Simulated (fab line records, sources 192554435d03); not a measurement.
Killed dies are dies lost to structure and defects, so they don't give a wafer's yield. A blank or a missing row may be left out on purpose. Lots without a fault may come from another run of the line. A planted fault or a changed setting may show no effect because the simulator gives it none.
One fault seen from 3 desks | flow n5_finfet | each desk has only its own numbers; what lay behind them comes last

THE METROLOGY DESK
What the gauges read, lot by lot, whatever tool the lot ran on: means of the sampled wafers that have a number. A lot is out of limits, marked OUT, if its mean lies more than 4 standard deviations from the usual mean; the brackets give that distance. Of its 12 readings 7 are shown: the one that was out of limits first, and those that lie furthest out on some lot.
Columns: A = CJ_N at N5_BEOL_M4_RC_MEAS_101, usual 4.35; B = IOFF_N at N5_BEOL_M4_RC_MEAS_101, usual 0.157 nA/um; C = ION_N at N5_BEOL_M4_RC_MEAS_101, usual 675 uA/um; D = ION_P at N5_BEOL_M4_RC_MEAS_101, usual 465 uA/um; E = RS_PWELL at N5_BEOL_M4_RC_MEAS_101, usual 3012 ohm/sq; F = VT_N at N5_BEOL_M4_RC_MEAS_101, usual 249.8 mV; G = VT_P at N5_BEOL_M4_RC_MEAS_101, usual -249 mV
lot  | first seen here | A              | B     | C   | D   | E               | F     | G
L777 | day 9 17:05     | 4.34           | 0.176 | 690 | 473 | 3028            | 248.1 | -248
L782 | day 10 16:16    | 4.35           | 0.162 | 683 | 471 | 3045            | 246.9 | -247
L780 | day 10 18:29    | 4.37           | 0.151 | 671 | 459 | 3027            | 248.6 | -250
L779 | day 10 18:52    | 4.43           | 0.144 | 675 | 461 | 3043            | 252.3 | -252
L781 | day 11 08:04    | 4.40           | 0.170 | 681 | 469 | 2984            | 248.8 | -246
L784 | day 11 23:50    | 4.46           | 0.162 | 671 | 457 | 3007            | 249.4 | -253
L790 | day 13 11:38    | 5.22 (+14) OUT | 0.138 | 676 | 470 | 2969            | 252.1 | -248
L791 | day 13 11:45    | 5.20 (+14) OUT | 0.126 | 654 | 445 | 2901 (-4.4) OUT | 256.5 | -257
L792 | day 13 12:34    | 5.19 (+14) OUT | 0.117 | 655 | 459 | 2938            | 255.0 | -251
L795 | day 13 19:12    | 4.30           | 0.166 | 672 | 469 | 2964            | 247.6 | -246
This desk's finding: out of limits on L790, L791, L792; first on L790, day 13 11:38 (CJ_N at N5_BEOL_M4_RC_MEAS_101). In limits: L777, L782, L780, L779, L781, L784, L795.

THE TOOL OWNER'S DESK: implanter-01
The tool's own readings at N5_WELL_APT_IMPLANT_32: means of the sampled wafers that have a number, for each lot that ran on this tool. A lot is out of limits, marked OUT, if its mean lies more than 4 standard deviations from the usual mean; the brackets give that distance.
Columns: A = dose_ions_cm2 at N5_WELL_APT_IMPLANT_32, usual 1.9998e+13; B = faraday_current_uA at N5_WELL_APT_IMPLANT_32, usual 254
lot  | first seen here | A                            | B
L777 | day 2 15:26     | 2.0023e+13                   | 251
L779 | day 3 04:09     | 1.9997e+13                   | 251
L781 | day 3 15:25     | 2.0016e+13                   | 253
L782 | day 3 22:19     | 1.9994e+13                   | 255
L790 | day 5 21:31     | 2.8935e+13 (+99 or more) OUT | 371 (+22) OUT
L791 | day 6 03:28     | 2.8928e+13 (+99 or more) OUT | 361 (+20) OUT
L792 | day 6 09:44     | 2.8888e+13 (+99 or more) OUT | 365 (+21) OUT
This desk's finding: out of limits on L790, L791, L792; first on L790, day 5 21:31 (dose_ions_cm2 at N5_WELL_APT_IMPLANT_32). In limits: L777, L779, L781, L782.

THE DEFECT DESK
What the inspections along the route counted, lot by lot: means of the sampled wafers that have a number. A lot is out of limits, marked OUT, if its mean lies more than 4 standard deviations from the usual mean; the brackets give that distance.
Columns: A = raw_defect_count at N5_ZERO_LAYER_INSPECT_20, usual 39; B = raw_defect_count at N5_WELL_APT_INSPECT_27, usual 2.1
lot  | first seen here | A  | B
L777 | day 2 13:22     | 45 | 1.0
L779 | day 3 01:24     | 17 | 1.7
L780 | day 3 07:23     | 34 | 1.7
L781 | day 3 13:15     | 25 | 1.3
L782 | day 3 20:13     | 74 | 2.7
L784 | day 4 07:16     | 49 | 2.7
L790 | day 5 19:38     | 37 | 1.7
L791 | day 6 01:25     | 21 | 3.3
L792 | day 6 07:16     | 47 | 2.7
L795 | day 7 01:29     | 62 | 2.0
This desk's finding: nothing out of limits on any of the 10 lots.

PUT TOGETHER
The tool owner's desk could have raised an alarm at day 5 21:31, on L790, L791, L792.
The metrology desk could have raised an alarm at day 13 11:38, on L790, L791, L792.
The defect desk saw nothing out of limits.
The defect desk has L790, L791, L792 on record, within its limits.
Of the lots named, all ran N5_WELL_APT_IMPLANT_32 on implanter-01.

WHAT THE SIMULATOR HAD PUT IN
Process parameter drift: implanter-01, from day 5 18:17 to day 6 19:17, at N5_WELL_APT_IMPLANT_32. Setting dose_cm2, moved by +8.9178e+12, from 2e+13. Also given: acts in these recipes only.
Lots struck among those shown: L790, L791, L792.
Hours from the fault's start to each desk's first reading out of limits: the tool owner's desk, 3; the metrology desk, 185.
